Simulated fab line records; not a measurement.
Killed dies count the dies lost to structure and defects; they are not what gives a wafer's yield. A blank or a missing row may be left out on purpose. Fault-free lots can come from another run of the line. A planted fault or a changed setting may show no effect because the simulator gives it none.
Which tool was responsible? | flow n5Finfet | 10 lots with 30 wafers sampled at 4 steps, on a route of 1938 steps

WHAT THE GAUGES READ, wafer by wafer
Not one reading of a measure or inspect step in the record can be checked against a usual standard deviation.

TOOL THAT RAN EACH LOT (tool first, then ch and the chambers of the sampled wafers, then the start)
lot  | N5_BEOL_M13_DESCUM_33             | N5_BEOL_M14_DESCUM_15             | N5_BEOL_M14_ETCH_59               | N5_BEOL_M14_STRIP_63
L188 | rieDiel-06 ch 0,1, day 12 12:58   | rieDiel-01 ch 0,1, day 12 17:52   | rieDiel-01 ch 0,1, day 12 17:53   | rieDiel-01 ch 0,1, day 12 18:00
L193 | rieDiel-02 ch 1,2,3, day 13 12:23 | rieDiel-05 ch 0,3, day 13 18:20   | rieDiel-05 ch 0,3, day 13 18:22   | rieDiel-05 ch 0,3, day 13 18:00
L194 | rieDiel-02 ch 0,3, day 13 17:23   | rieDiel-05 ch 2,3, day 13 21:08   | rieDiel-05 ch 2,3, day 13 21:10   | rieDiel-05 ch 2,3, day 13 21:00
L195 | rieDiel-06 ch 1,2,3, day 13 22:56 | rieDiel-01 ch 0,1,2, day 14 05:06 | rieDiel-01 ch 0,1,2, day 14 05:08 | rieDiel-01 ch 1,2,3, day 14 05:00
L196 | rieDiel-06 ch 0,1,3, day 13 23:28 | rieDiel-01 ch 2,3, day 14 06:43   | rieDiel-01 ch 2,3, day 14 06:45   | rieDiel-01 ch 2,3, day 14 06:00
L198 | rieDiel-06 ch 0,2, day 14 23:20   | rieDiel-05 ch 0,1,3, day 15 03:36 | rieDiel-05 ch 0,1,3, day 15 03:38 | rieDiel-05 ch 0,1,3, day 15 03:00
L204 | rieDiel-06 ch 1,3, day 16 04:16   | rieDiel-01 ch 0,1, day 16 07:47   | rieDiel-01 ch 0,1, day 16 07:50   | rieDiel-01 ch 0,1, day 16 08:00
L207 | rieDiel-04 ch 0,1,2, day 16 20:15 | rieDiel-05 ch 1,2,3, day 16 23:51 | rieDiel-05 ch 1,2,3, day 16 23:53 | rieDiel-05 ch 1,2,3, day 17 00:00
L209 | rieDiel-02 ch 0,1,3, day 17 14:18 | rieDiel-01 ch 1,2, day 17 18:35   | rieDiel-01 ch 1,2, day 17 18:37   | rieDiel-01 ch 1,2, day 17 18:00
L208 | rieDiel-06 ch 0,1,3, day 17 22:33 | rieDiel-01 ch 1,2,3, day 18 02:28 | rieDiel-01 ch 1,2,3, day 18 02:31 | rieDiel-01 ch 1,2,3, day 18 02:00
- N5_BEOL_M13_DESCUM_33: chemistry O2, time 7.9 s.
- N5_BEOL_M14_DESCUM_15: chemistry O2, time 7.9 s.
- N5_BEOL_M14_ETCH_59: etches BARC in N2/H2, target depth 89 nm, overetch 26.7 nm, time 67.9 s.
- N5_BEOL_M14_STRIP_63: strips in O2.

WHAT THE TOOLS THEMSELVES READ (means of the sampled wafers that have a number; where no wafer has one, the mark that the record gives instead)
N5_BEOL_M13_DESCUM_33.
lot  | tool       | drypumpMotorCurrentA (A) | oesProductAu (a.u.) | rfVppV (V) | showerheadPlenumPTorr (Torr) | throttleValvePct (%)
L188 | rieDiel-06 | 5.3                      | 0.86                | 242.4      | 2.10                         | 20.6
L193 | rieDiel-02 | 5.5                      | 0.83                | 242.7      | 2.02                         | 20.3
L194 | rieDiel-02 | 5.7                      | 0.73                | 242.5      | 2.03                         | 20.8
L195 | rieDiel-06 | 5.1                      | 0.82                | 243.9      | 2.11                         | 20.3
L196 | rieDiel-06 | 5.2                      | 0.80                | 242.0      | 2.08                         | 20.6
L198 | rieDiel-06 | 5.1                      | 0.81                | 242.5      | 2.06                         | 20.6
L204 | rieDiel-06 | 5.3                      | 0.75                | 241.9      | 2.05                         | 20.5
L207 | rieDiel-04 | 6.0                      | 0.82                | 243.0      | 2.10                         | 20.5
L209 | rieDiel-02 | 5.6                      | 0.74                | 242.9      | 2.01                         | 20.7
L208 | rieDiel-06 | 5.2                      | 0.77                | 242.5      | 2.07                         | 20.6

N5_BEOL_M14_DESCUM_15.
lot  | tool       | drypumpMotorCurrentA (A) | oesProductAu (a.u.) | rfVppV (V) | showerheadPlenumPTorr (Torr) | throttleValvePct (%)
L188 | rieDiel-01 | 6.1                      | 0.75                | 243.2      | 2.12                         | 20.46
L193 | rieDiel-05 | 5.5                      | 0.81                | 241.1      | 2.03                         | 20.48
L194 | rieDiel-05 | 5.5                      | 0.85                | 242.2      | 2.02                         | 20.62
L195 | rieDiel-01 | 6.1                      | 0.78                | 243.9      | 2.12                         | 20.46
L196 | rieDiel-01 | 5.5                      | 0.87                | 244.9      | 2.17                         | 20.26
L198 | rieDiel-05 | 5.6                      | 0.79                | 242.6      | 2.06                         | 20.41
L204 | rieDiel-01 | 6.1                      | 0.72                | 243.8      | 2.11                         | 20.52
L207 | rieDiel-05 | 5.7                      | 0.81                | 242.8      | 2.05                         | 20.58
L209 | rieDiel-01 | 6.1                      | 0.79                | 244.2      | 2.12                         | 20.44
L208 | rieDiel-01 | 5.7                      | 0.79                | 244.7      | 2.16                         | 20.39

N5_BEOL_M14_ETCH_59.
lot  | tool       | drypumpMotorCurrentA (A) | oesProductAu (a.u.) | rfVppV (V) | showerheadPlenumPTorr (Torr) | throttleValvePct (%)
L188 | rieDiel-01 | 6.1                      | 0.65                | 524.9      | 2.56                         | 17.86
L193 | rieDiel-05 | 5.5                      | 0.68                | 522.2      | 2.48                         | 18.02
L194 | rieDiel-05 | 5.5                      | 0.72                | 522.0      | 2.47                         | 18.19
L195 | rieDiel-01 | 6.1                      | 0.67                | 525.3      | 2.57                         | 17.83
L196 | rieDiel-01 | 5.5                      | 0.74                | 526.3      | 2.65                         | 17.70
L198 | rieDiel-05 | 5.6                      | 0.67                | 523.0      | 2.50                         | 17.84
L204 | rieDiel-01 | 6.1                      | 0.63                | 524.6      | 2.55                         | 17.89
L207 | rieDiel-05 | 5.7                      | 0.68                | 523.1      | 2.49                         | 18.03
L209 | rieDiel-01 | 6.1                      | 0.68                | 526.0      | 2.57                         | 17.83
L208 | rieDiel-01 | 5.7                      | 0.68                | 526.4      | 2.62                         | 17.79

N5_BEOL_M14_STRIP_63.
lot  | tool       | chamberPressureMTorr (mTorr) | drypumpMotorCurrentA (A) | oesProductAu (a.u.) | rfVppV (V) | showerheadPlenumPTorr (Torr) | throttleValvePct (%)
L188 | rieDiel-01 | 30.01                        | 6.1                      | 0.75                | 3.6        | 2.12                         | 16.75
L193 | rieDiel-05 | 30.04                        | 5.5                      | 0.81                | 3.5        | 2.03                         | 16.74
L194 | rieDiel-05 | -                            | -                        | -                   | -          | -                            | -
L195 | rieDiel-01 | -                            | -                        | -                   | -          | -                            | -
L196 | rieDiel-01 | 29.98                        | 5.5                      | 0.87                | 3.3        | 2.18                         | 16.48
L198 | rieDiel-05 | 29.99                        | 5.6                      | 0.79                | 3.0        | 2.07                         | 16.67
L204 | rieDiel-01 | 29.94                        | 6.1                      | 0.73                | 3.4        | 2.11                         | 16.81
L207 | rieDiel-05 | 29.97                        | 5.6                      | 0.81                | 3.0        | 2.05                         | 16.79
L209 | rieDiel-01 | 30.03                        | 6.1                      | 0.80                | 3.8        | 2.13                         | 16.69
L208 | rieDiel-01 | 29.95                        | 5.7                      | 0.78                | 4.0        | 2.17                         | 16.64

THE ANSWER, worked out from the rows above alone
Rule: usual is defined by the lots themselves. Put in order of their means at a reading, lots are off if they are a third of the lots or fewer, leave a main group of 4 or more, and stand apart from it by a gap of 3 or more times the standard deviation of the main group's means; of several such gaps the widest counts. Not used: any main group whose means are identical at the precision the tables above print for the reading. A lot without any number at a reading at which 4 lots or more have one is off too. Any other lot the step has rows for is counted as sound. The gauges are gone through in route order, then the tools' own readings, and for those a lot's mean is taken as printed above. At the first step where some lot is off, the reading lying furthest off is the one used; lots without a number count as furthest.
Off: L194, L195, at N5_BEOL_M14_STRIP_63 (chamberPressureMTorr). Without a number there: L194, L195. For the main group the mean is 29.99 mTorr and the standard deviation 0.034.
If a tool, at that step or one of the process steps before it, ran each lot that is off and ran no sound lot following the first of them, it fits. Not one of the candidates tried fits.

WHAT THE SIMULATOR PUT IN
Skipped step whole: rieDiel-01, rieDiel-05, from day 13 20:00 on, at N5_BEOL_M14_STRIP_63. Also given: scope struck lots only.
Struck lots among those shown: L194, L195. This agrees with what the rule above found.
